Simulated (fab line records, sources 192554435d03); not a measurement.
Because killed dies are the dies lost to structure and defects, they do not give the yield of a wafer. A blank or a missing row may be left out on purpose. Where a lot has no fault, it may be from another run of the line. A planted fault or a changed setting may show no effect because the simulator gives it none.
Chamber matching + flow n5 finfet + 4 sister chambers for N5_ILD0_LINER_00 on ald sin-04
The step material SiNx, target thk 4 nm, pulse time 1 s, purge time 2 s. 8 wafers are shown with their chamber, then 8 later ones without.

== WAFERS WITH THEIR CHAMBER ==
| wafer  | chamber | heater power w (W) | susceptor temp C (C) |
|--------|---------|--------------------|----------------------|
| L084.5 | 2       | 824                | 399.99               |
| L085.2 | 1       | 815                | 400.33               |
| L085.3 | 2       | 816                | 399.89               |
| L085.5 | 3       | 818                | 400.00               |
| L088.1 | 0       | 793                | 400.43               |
| L088.3 | 3       | 825                | 399.95               |
| L088.5 | 0       | 786                | 400.24               |
| L090.1 | 1       | 823                | 399.90               |

== WAFERS WITH NO CHAMBER GIVEN ==
| wafer  | heater power w (W) | susceptor temp C (C) |
|--------|--------------------|----------------------|
| L090.3 | 802                | 400.32               |
| L090.4 | 830                | 399.80               |
| L093.1 | 818                | 400.14               |
| L093.4 | 791                | 399.84               |
| L093.5 | 808                | 400.22               |
| L095.2 | 818                | 400.08               |
| L095.3 | 811                | 399.80               |
| L095.4 | 785                | 399.70               |

== WHICH CHAMBER EACH ONE RAN IN ==
| wafer  | from the rows above               | in truth |
|--------|-----------------------------------|----------|
| L090.3 | can't be placed: 0 or 1 or 2 or 3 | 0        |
| L090.4 | can't be placed: 3 or 2 or 1      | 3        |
| L093.1 | can't be placed: 1 or 3 or 2      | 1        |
| L093.4 | 0                                 | 0        |
| L093.5 | can't be placed: 1 or 2 or 3 or 0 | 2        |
| L095.2 | can't be placed: 1 or 3 or 2      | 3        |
| L095.3 | can't be placed: 2 or 3 or 1      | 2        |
| L095.4 | 0                                 | 0        |
Placed correctly: 2 of 8. These rows do not allow placing 6 (true chamber among the candidates in 6). Placed wrongly: 0.
How it was worked out, from the rows above alone: a wafer's distance from a chamber is the root of the sum, over the readings, of the square of ((its reading less the chamber's mean) divided by the reading's scatter). If the next closest chamber is less than 2 further off than the closest, the wafer can't be placed; otherwise it belongs to the closest. For every chamber, the mean is computed from those of its wafers that are shown. The scatter is the square root of a quotient: the sum, over the shown wafers, of each reading's squared deviation from its chamber's mean, divided by wafers minus chambers.
